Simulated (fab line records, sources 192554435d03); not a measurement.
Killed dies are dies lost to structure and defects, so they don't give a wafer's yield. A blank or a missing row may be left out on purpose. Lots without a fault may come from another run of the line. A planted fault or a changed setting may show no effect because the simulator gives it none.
Split-lot experiment | flow n5_finfet | 7 lots, 39 wafers read, on a route of 1938 steps

THE SPLIT
At N5_PASSIVATION_ETCH_54 (etches SiO2 in CHF3/O2, target depth 880 nm, time 440 s), the setting target_depth_a was moved away from the recipe's 8800 angstrom on 9 of the 39 wafers read, by -54.6% to -40.8%. The other wafers ran this setting at the recipe's value.

The reading is taken at the split's own step.

THE READING
etch.depth_nm (the simulator's own value, which no gauge read), in nm, at N5_PASSIVATION_ETCH_54 (etches SiO2 in CHF3/O2, target depth 880 nm, time 440 s). The file gives no usual value for it. The 30 wafers here that ran the recipe average 879.0 nm, standard deviation 17 nm.

wafer  | tool, chamber at the split | target_depth_a as run, angstrom | against the recipe | etch.depth_nm, nm | against lot-mates on the recipe
L078.1 | rie_diel-03, 2             | 8800                            | recipe             | 907.5             | -
L078.2 | rie_diel-03, 0             | 8800                            | recipe             | 872.1             | -
L078.3 | rie_diel-03, 1             | 8800                            | recipe             | 859.7             | -
L078.4 | rie_diel-03, 3             | 8800                            | recipe             | 844.5             | -
L078.5 | rie_diel-03, 0             | 8800                            | recipe             | 876.9             | -
L078.6 | rie_diel-03, 1             | 8800                            | recipe             | 860               | -
L079.1 | rie_diel-05, 2             | 8800                            | recipe             | 873.9             | -
L079.3 | rie_diel-05, 3             | 8800                            | recipe             | 898.6             | -
L079.4 | rie_diel-05, 0             | 8800                            | recipe             | 870.4             | -
L080.1 | rie_diel-01, 1             | 4044                            | -54.0%             | 407               | -467.3
L080.2 | rie_diel-01, 2             | 4044                            | -54.0%             | 401.3             | -473.0
L080.3 | rie_diel-01, 0             | 8800                            | recipe             | 873.1             | -
L080.4 | rie_diel-01, 0             | 8800                            | recipe             | 873.8             | -
L080.5 | rie_diel-01, 2             | 8800                            | recipe             | 876.1             | -
L080.6 | rie_diel-01, 1             | 4044                            | -54.0%             | 404.4             | -469.9
L089.1 | rie_diel-03, 1             | 3992                            | -54.6%             | 390               | -502.6
L089.2 | rie_diel-03, 2             | 8800                            | recipe             | 905.8             | -
L089.3 | rie_diel-03, 0             | 3992                            | -54.6%             | 394.8             | -497.8
L089.4 | rie_diel-03, 1             | 3992                            | -54.6%             | 390.7             | -501.9
L089.5 | rie_diel-03, 2             | 8800                            | recipe             | 899.5             | -
L089.6 | rie_diel-03, 0             | 8800                            | recipe             | 872.4             | -
L090.1 | rie_diel-03, 1             | 8800                            | recipe             | 862.3             | -
L090.2 | rie_diel-03, 2             | 8800                            | recipe             | 914.4             | -
L090.3 | rie_diel-03, 0             | 8800                            | recipe             | 881.1             | -
L090.4 | rie_diel-03, 2             | 8800                            | recipe             | 906.8             | -
L090.5 | rie_diel-03, 0             | 8800                            | recipe             | 886.1             | -
L090.6 | rie_diel-03, 1             | 8800                            | recipe             | 865.9             | -
L093.1 | rie_diel-03, 0             | 8800                            | recipe             | 873.9             | -
L093.2 | rie_diel-03, 2             | 8800                            | recipe             | 906.7             | -
L093.3 | rie_diel-03, 1             | 8800                            | recipe             | 862.9             | -
L093.4 | rie_diel-03, 3             | 8800                            | recipe             | 874.8             | -
L093.5 | rie_diel-03, 1             | 8800                            | recipe             | 867.2             | -
L093.6 | rie_diel-03, 0             | 8800                            | recipe             | 873.4             | -
L095.1 | rie_diel-01, 0             | 8800                            | recipe             | 872               | -
L095.2 | rie_diel-01, 1             | 5206                            | -40.8%             | 519.8             | -357.1
L095.3 | rie_diel-01, 2             | 8800                            | recipe             | 880.3             | -
L095.4 | rie_diel-01, 1             | 5206                            | -40.8%             | 515               | -361.9
L095.5 | rie_diel-01, 2             | 5206                            | -40.8%             | 520.3             | -356.6
L095.6 | rie_diel-01, 0             | 8800                            | recipe             | 878.3             | -

THE FIT
A straight line over all 39 wafers: etch.depth_nm changes by +8.85 nm for each +1% of target_depth_a; r = +1.00; the points scatter about the line by 15 nm.
The same after taking each lot's own level away (the mean of its wafers on the recipe; 39 wafers): +8.9 nm for each +1%; r = +1.00; scatter 15 nm.
On that fit, the largest move of target_depth_a shifts the reading by 4.9e+02 nm.
The lots' own levels span 870.12 to 892.57 nm, that is 1.3 times the standard deviation above.
So the lot-to-lot level changes the slope little: the two slopes agree.
Check: with one of the wafers moved furthest among these (-54.6%) left out of the fit, the line predicts -484 nm for it against its lot-mates. It came out at -503 nm against them.

OTHER SPLITS ON THESE WAFERS
These wafers also went through other splits before the reading. Each is held against what the fit with the lots' levels taken away leaves over:
other split on the same wafers     | wafers away from the commonest value | r with etch.depth_nm (lot level and that fit taken away)
N5_BEOL_M12_ETCH_68 time_s         | 12                                   | -0.09
N5_MIM_TOP_SPUTTER_03 target_thk_a | 12                                   | +0.11

THE WHOLE CHAIN: every reading that the file lists as answering this split, in the file's order
step                   | what it does                                            | reading                                                                       | change (the file's fit)             | r (the file's)
N5_PASSIVATION_ETCH_54 | etches SiO2 in CHF3/O2, target depth 880 nm, time 440 s | PASSIVATION.feature_depth_nm (the simulator's own value, which no gauge read) | +8.9 nm for each +1% of the setting | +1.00
N5_PASSIVATION_ETCH_54 | etches SiO2 in CHF3/O2, target depth 880 nm, time 440 s | etch.depth_nm (the simulator's own value, which no gauge read)                | +8.9 nm for each +1% of the setting | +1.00

THE FILE'S OWN FIT
etch.depth_nm changes by +8.9 nm for each +1% of target_depth_a, r = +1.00.
